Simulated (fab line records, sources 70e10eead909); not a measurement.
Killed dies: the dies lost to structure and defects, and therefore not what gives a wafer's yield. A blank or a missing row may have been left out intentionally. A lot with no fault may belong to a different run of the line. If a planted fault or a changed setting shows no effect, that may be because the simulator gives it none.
The tool behind it: which one? :: flow nand_harc :: 13 lots, 39 wafers sampled, at 6 steps of a route of 1159

== WHAT EACH GAUGE READ, for each wafer ==
NHARC_P_M1_THK_MEAS_24: measures by xrf.
lot: L422
measured: day 6 12:32
on: film_metro-01
thk_nm (nm): 158.0 160.1 158.8

lot: L423
measured: day 6 16:03
on: film_metro-01
thk_nm (nm): 157.9 154.9 154.7

lot: L424
measured: day 7 03:09
on: film_metro-02
thk_nm (nm): 158.4 156.8 154.7

lot: L428
measured: day 7 14:49
on: film_metro-02
thk_nm (nm): 156.8 160.2 159.4

lot: L429
measured: day 7 20:16
on: film_metro-01
thk_nm (nm): 157.8 155.3 157.4

lot: L431
measured: day 8 10:49
on: film_metro-02
thk_nm (nm): 161.3 157.1 156.6

lot: L432
measured: day 8 11:42
on: film_metro-01
thk_nm (nm): 158.1 156.6 156.3

lot: L433
measured: day 9 00:30
on: film_metro-02
thk_nm (nm): 156.8 157.5 159.9

lot: L436
measured: day 9 12:18
on: film_metro-02
thk_nm (nm): 158.7 156.4 155.8

lot: L435
measured: day 9 12:56
on: film_metro-02
thk_nm (nm): 159.0 156.3 158.6

lot: L438
measured: day 10 06:07
on: film_metro-02
thk_nm (nm): 155.7 157.0 155.5

lot: L444
measured: day 11 08:04
on: film_metro-02
thk_nm (nm): 156.9 157.4 155.9

lot: L445
measured: day 11 23:37
on: film_metro-01
thk_nm (nm): 155.1 157.6 156.7

NHARC_P_M2_CD_MEAS_09 targets a cd of 170 nm.
lot: L422
measured: day 6 14:28
on: cd_sem-03
cd_nm (nm): 170.0 170.0 169.2

lot: L423
measured: day 6 17:36
on: cd_sem-02
cd_nm (nm): 169.3 169.5 170.5

lot: L424
measured: day 7 04:43
on: cd_sem-03
cd_nm (nm): 170.2 169.9 169.1

lot: L428
measured: day 7 16:43
on: cd_sem-01
cd_nm (nm): 170.5 170.1 170.3

lot: L429
measured: day 7 21:59
on: cd_sem-01
cd_nm (nm): 169.5 170.7 170.4

lot: L431
measured: day 8 12:22
on: cd_sem-02
cd_nm (nm): 169.5 170.1 169.5

lot: L432
measured: day 8 13:16
on: cd_sem-03
cd_nm (nm): 170.1 170.7 171.5

lot: L433
measured: day 9 02:02
on: cd_sem-01
cd_nm (nm): 170.2 170.6 170.2

lot: L436
measured: day 9 13:52
on: cd_sem-01
cd_nm (nm): 171.1 171.3 170.1

lot: L435
measured: day 9 14:47
on: cd_sem-03
cd_nm (nm): 170.6 169.6 169.4

lot: L438
measured: day 10 07:41
on: cd_sem-03
cd_nm (nm): 169.3 169.1 170.3

lot: L444
measured: day 11 09:37
on: cd_sem-01
cd_nm (nm): 205.7 205.8 205.2 205.4 206.2 205.1

lot: L445
measured: day 12 01:09
on: cd_sem-03
cd_nm (nm): 206.4 205.4 206.0 206.2 205.2 205.7

NHARC_END_SORT_01.
lot: L429
measured: day 20 18:38
on: prober-01
defect_limited_yield (%): 96.6 94.7 94.4
killed_at_array: 19 34 32
killed_at_other: 0 0 0
killed_at_periphery: 4 2 6
killed_dies: 23 36 38
killed_open: 6 4 3
killed_short: 1 1 2
sort_bin_2_pct (%): 1.6 0.9 1.3
sort_bin_3_pct (%): 0 0.44 0.59
sort_bin_4_pct (%): 1.8 4.0 3.7
sort_n_pass: 654 641 639
sort_rim_yield_pct (%): 95.3 95.3 94.3
sort_yield_pct (%): 96.6 94.7 94.4

lot: L431
measured: day 21 09:47
on: prober-01
defect_limited_yield (%): 92.9 95.1 94.5
killed_at_array: 45 31 37
killed_at_other: 0 1 0
killed_at_periphery: 3 1 0
killed_dies: 48 33 37
killed_open: 2 2 2
killed_short: 2 2 1
sort_bin_2_pct (%): 1.6 1.2 1.9
sort_bin_3_pct (%): 0.59 0.30 0
sort_bin_4_pct (%): 4.9 3.4 3.5
sort_n_pass: 629 644 640
sort_rim_yield_pct (%): 90.6 93.4 93.4
sort_yield_pct (%): 92.9 95.1 94.5

lot: L432
measured: day 21 18:34
on: prober-02
defect_limited_yield (%): 96.5 96.2 96.2
killed_at_array: 19 22 21
killed_at_other: 1 0 0
killed_at_periphery: 4 4 5
killed_dies: 24 26 26
killed_open: 0 1 6
killed_short: 1 2 2
sort_bin_2_pct (%): 0.9 0.7 1.0
sort_bin_3_pct (%): 0.30 0.15 0
sort_bin_4_pct (%): 2.4 3.0 2.8
sort_n_pass: 653 651 651
sort_rim_yield_pct (%): 98.1 95.3 97.2
sort_yield_pct (%): 96.5 96.2 96.2

lot: L433
measured: day 21 18:31
on: prober-01
defect_limited_yield (%): 96.0 95.1 96.0
killed_at_array: 27 31 26
killed_at_other: 0 0 1
killed_at_periphery: 0 2 0
killed_dies: 27 33 27
killed_open: 1 3 0
killed_short: 1 0 1
sort_bin_2_pct (%): 0.9 1.5 1.3
sort_bin_3_pct (%): 0.15 0.15 0.15
sort_bin_4_pct (%): 3.0 3.2 2.5
sort_n_pass: 650 644 650
sort_rim_yield_pct (%): 97.2 98.1 96.2
sort_yield_pct (%): 96.0 95.1 96.0

lot: L436
measured: day 22 10:50
on: prober-01
defect_limited_yield (%): 94.5 95.1 94.2
killed_at_array: 33 29 35
killed_at_other: 3 3 2
killed_at_periphery: 1 1 2
killed_dies: 37 33 39
killed_open: 2 3 5
killed_short: 3 1 1
sort_bin_2_pct (%): 1.5 1.8 1.9
sort_bin_3_pct (%): 0.44 0.30 0
sort_bin_4_pct (%): 3.5 2.8 3.8
sort_n_pass: 640 644 638
sort_rim_yield_pct (%): 88.7 93.4 92.5
sort_yield_pct (%): 94.5 95.1 94.2

lot: L435
measured: day 22 21:02
on: prober-01
defect_limited_yield (%): 95.3 95.6 96.0
killed_at_array: 26 24 24
killed_at_other: 1 2 1
killed_at_periphery: 5 4 2
killed_dies: 32 30 27
killed_open: 4 6 3
killed_short: 3 2 3
sort_bin_2_pct (%): 1.6 1.9 1.5
sort_bin_3_pct (%): 0.44 0.30 0
sort_bin_4_pct (%): 2.7 2.2 2.5
sort_n_pass: 645 647 650
sort_rim_yield_pct (%): 92.5 94.3 93.4
sort_yield_pct (%): 95.3 95.6 96.0

== TOOL THAT RAN EACH LOT (tool first, then ch and the chambers of the sampled wafers, then the start) ==
lot: L422
NHARC_P_M1_PRE_CLEAN_30: pvd_sputter-02, day 6 12:32 or earlier
NHARC_P_M1_DEP_33: pecvd-01 ch 0,1, day 6 12:58
NHARC_P_M2_PEB_07: litho_track-01 ch 0, day 6 14:23

lot: L423
NHARC_P_M1_PRE_CLEAN_30: pvd_sputter-01, day 6 16:03 or earlier
NHARC_P_M1_DEP_33: pecvd-03 ch 0,2, day 6 16:25
NHARC_P_M2_PEB_07: litho_track-04 ch 0, day 6 17:32

lot: L424
NHARC_P_M1_PRE_CLEAN_30: pvd_sputter-02, day 7 03:09 or earlier
NHARC_P_M1_DEP_33: pecvd-03 ch 0,1,2, day 7 03:27
NHARC_P_M2_PEB_07: litho_track-01 ch 0, day 7 04:38

lot: L428
NHARC_P_M1_PRE_CLEAN_30: pvd_sputter-02, day 7 14:49 or earlier
NHARC_P_M1_DEP_33: pecvd-01 ch 0, day 7 15:23
NHARC_P_M2_PEB_07: litho_track-01 ch 0, day 7 16:38

lot: L429
NHARC_P_M1_PRE_CLEAN_30: pvd_sputter-02, day 7 20:16 or earlier
NHARC_P_M1_DEP_33: pecvd-01 ch 0,1, day 7 20:41
NHARC_P_M2_PEB_07: litho_track-01 ch 0, day 7 21:55

lot: L431
NHARC_P_M1_PRE_CLEAN_30: pvd_sputter-02, day 8 10:49 or earlier
NHARC_P_M1_DEP_33: pecvd-03 ch 1,2, day 8 11:07
NHARC_P_M2_PEB_07: litho_track-01 ch 0, day 8 12:17

lot: L432
NHARC_P_M1_PRE_CLEAN_30: pvd_sputter-02, day 8 11:42 or earlier
NHARC_P_M1_DEP_33: pecvd-01 ch 0,1,2, day 8 12:00
NHARC_P_M2_PEB_07: litho_track-06 ch 0, day 8 13:11

lot: L433
NHARC_P_M1_PRE_CLEAN_30: pvd_sputter-03, day 9 00:30 or earlier
NHARC_P_M1_DEP_33: pecvd-01 ch 0,1,2, day 9 00:50
NHARC_P_M2_PEB_07: litho_track-06 ch 0, day 9 01:57

lot: L436
NHARC_P_M1_PRE_CLEAN_30: pvd_sputter-03, day 9 12:18 or earlier
NHARC_P_M1_DEP_33: pecvd-03 ch 0,2, day 9 12:39
NHARC_P_M2_PEB_07: litho_track-04 ch 0, day 9 13:47

lot: L435
NHARC_P_M1_PRE_CLEAN_30: pvd_sputter-01, day 9 12:56 or earlier
NHARC_P_M1_DEP_33: pecvd-01 ch 0,1,2, day 9 13:41
NHARC_P_M2_PEB_07: litho_track-04 ch 0, day 9 14:43

lot: L438
NHARC_P_M1_PRE_CLEAN_30: pvd_sputter-03, day 10 06:07 or earlier
NHARC_P_M1_DEP_33: pecvd-01 ch 0,1,2, day 10 06:26
NHARC_P_M2_PEB_07: litho_track-06 ch 0, day 10 07:37

lot: L444
NHARC_P_M1_PRE_CLEAN_30: pvd_sputter-03, day 11 08:04 or earlier
NHARC_P_M1_DEP_33: pecvd-03 ch 0,2, day 11 08:23
NHARC_P_M2_PEB_07: litho_track-01 ch 0, day 11 09:32

lot: L445
NHARC_P_M1_PRE_CLEAN_30: pvd_sputter-01, day 11 23:37 or earlier
NHARC_P_M1_DEP_33: pecvd-01 ch 0,1,2, day 11 23:55
NHARC_P_M2_PEB_07: litho_track-01 ch 0, day 12 01:04
- NHARC_P_M1_PRE_CLEAN_30: time 30 s.
- NHARC_P_M1_DEP_33: deposits SiCN, target thk 30 nm.
- NHARC_P_M2_PEB_07: peb time 65 s.

== AS READ BY THE TOOLS THEMSELVES (means over the sampled wafers that have a number; for cases with no such wafer, the mark the record gives instead) ==
NHARC_P_M1_PRE_CLEAN_30.
lot: L422
tool: pvd_sputter-02
heater_power_w (W): 392

lot: L423
tool: pvd_sputter-01
heater_power_w (W): 439

lot: L424
tool: pvd_sputter-02
heater_power_w (W): 397

lot: L428
tool: pvd_sputter-02
heater_power_w (W): 388

lot: L429
tool: pvd_sputter-02
heater_power_w (W): 385

lot: L431
tool: pvd_sputter-02
heater_power_w (W): 390

lot: L432
tool: pvd_sputter-02
heater_power_w (W): 397

lot: L433
tool: pvd_sputter-03
heater_power_w (W): 372

lot: L436
tool: pvd_sputter-03
heater_power_w (W): 375

lot: L435
tool: pvd_sputter-01
heater_power_w (W): 445

lot: L438
tool: pvd_sputter-03
heater_power_w (W): 375

lot: L444
tool: pvd_sputter-03
heater_power_w (W): 372

lot: L445
tool: pvd_sputter-01
heater_power_w (W): 425

NHARC_P_M1_DEP_33.
lot: L422
tool: pecvd-01
heater_power_w (W): 583

lot: L423
tool: pecvd-03
heater_power_w (W): 605

lot: L424
tool: pecvd-03
heater_power_w (W): 625

lot: L428
tool: pecvd-01
heater_power_w (W): 437

lot: L429
tool: pecvd-01
heater_power_w (W): 538

lot: L431
tool: pecvd-03
heater_power_w (W): 667

lot: L432
tool: pecvd-01
heater_power_w (W): 622

lot: L433
tool: pecvd-01
heater_power_w (W): 560

lot: L436
tool: pecvd-03
heater_power_w (W): 660

lot: L435
tool: pecvd-01
heater_power_w (W): 577

lot: L438
tool: pecvd-01
heater_power_w (W): 580

lot: L444
tool: pecvd-03
heater_power_w (W): 628

lot: L445
tool: pecvd-01
heater_power_w (W): 594

NHARC_P_M2_PEB_07.
lot: L422
tool: litho_track-01
chill_plate_temp_C (C): 22.92
exhaust_pa (Pa): 44.7
heater_power_total_W (W): 157.0
plate_temp_C (C): 100.07

lot: L423
tool: litho_track-04
chill_plate_temp_C (C): 22.97
exhaust_pa (Pa): 44.9
heater_power_total_W (W): 157.0
plate_temp_C (C): 99.96

lot: L424
tool: litho_track-01
chill_plate_temp_C (C): 23.03
exhaust_pa (Pa): 44.6
heater_power_total_W (W): 156.4
plate_temp_C (C): 99.88

lot: L428
tool: litho_track-01
chill_plate_temp_C (C): 22.91
exhaust_pa (Pa): 44.9
heater_power_total_W (W): 157.1
plate_temp_C (C): 100.07

lot: L429
tool: litho_track-01
chill_plate_temp_C (C): 22.97
exhaust_pa (Pa): 44.3
heater_power_total_W (W): 156.9
plate_temp_C (C): 100.03

lot: L431
tool: litho_track-01
chill_plate_temp_C (C): 23.08
exhaust_pa (Pa): 45.6
heater_power_total_W (W): 156.8
plate_temp_C (C): 100.04

lot: L432
tool: litho_track-06
chill_plate_temp_C (C): 22.91
exhaust_pa (Pa): 44.3
heater_power_total_W (W): 156.5
plate_temp_C (C): 100.12

lot: L433
tool: litho_track-06
chill_plate_temp_C (C): 22.90
exhaust_pa (Pa): 45.7
heater_power_total_W (W): 156.4
plate_temp_C (C): 100.04

lot: L436
tool: litho_track-04
chill_plate_temp_C (C): 23.16
exhaust_pa (Pa): 45.2
heater_power_total_W (W): 156.1
plate_temp_C (C): 99.81

lot: L435
tool: litho_track-04
chill_plate_temp_C (C): 23.08
exhaust_pa (Pa): 44.8
heater_power_total_W (W): 156.8
plate_temp_C (C): 100.12

lot: L438
tool: litho_track-06
chill_plate_temp_C (C): 23.14
exhaust_pa (Pa): 43.9
heater_power_total_W (W): 156.6
plate_temp_C (C): 100.13

lot: L444
tool: litho_track-01
chill_plate_temp_C (C): 23.04
exhaust_pa (Pa): 43.9
heater_power_total_W (W): 187.4
plate_temp_C (C): 114.08

lot: L445
tool: litho_track-01
chill_plate_temp_C (C): 23.04
exhaust_pa (Pa): 44.1
heater_power_total_W (W): 187.3
plate_temp_C (C): 114.14

== THE ANSWER, worked out from the rows above alone ==
Rule: the lots themselves supply what counts as usual. The widest of any qualifying gaps counts: lots, ordered by their means at a reading, are off when they make up no more than a third of the lots, leave a main group of 4 or more, and stand apart from it by 3 or more times the standard deviation of that group's means. A main group whose means are all the same, to the digits that the tables above print for the reading, isn't used. Also off: a lot with no number at a reading for which 4 or more lots have one. The other lots that the step has rows for count as sound. Order of review: gauges by route order, followed by the tools' own readings, for which a lot's mean as printed above is used. The first step at which some lot is off is used, and at that step the reading that is off furthest; a lot without a number counts as furthest.
Off: L444, L445 (NHARC_P_M2_CD_MEAS_09, cd_nm). The main group: mean 170.1 nm, standard deviation 0.42.
A tool fits if, at a process step before that reading, it ran every lot that is off, and no sound lot after the first of them. The gauges at NHARC_P_M2_CD_MEAS_09 aren't tried: what is off there is off at NHARC_P_M2_PEB_07 too, on other tools, and a gauge's error can't cause that. Because NHARC_P_M1_PRE_CLEAN_30 lacks a start for some lots, the hours and order of its lots are taken from NHARC_P_M1_THK_MEAS_24. One fits: litho_track-01 at NHARC_P_M2_PEB_07. Its last sound lot is L431 (day 8 12:17), its first lot that is off L444 (day 11 09:32): a fault that began between those two fits.
The tool's own readings at NHARC_P_M2_PEB_07 bear it out: on the lots that are off they differ by more than 5 times the standard deviation of the sound lots' means. heater_power_total_W reads 187.4 W there against 156.7 W on the sound lots; plate_temp_C reads 114.11 C there against 100.02 C on the sound lots.

== WHAT WAS PUT IN BY THE SIMULATOR ==
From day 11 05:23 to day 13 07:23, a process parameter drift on litho_track-01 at NHARC_P_M2_PEB_07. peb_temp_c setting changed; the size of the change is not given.
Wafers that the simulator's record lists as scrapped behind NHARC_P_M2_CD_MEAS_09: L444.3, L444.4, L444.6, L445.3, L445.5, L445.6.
Shown lots that were struck: L444, L445. This agrees with what the rule above found.
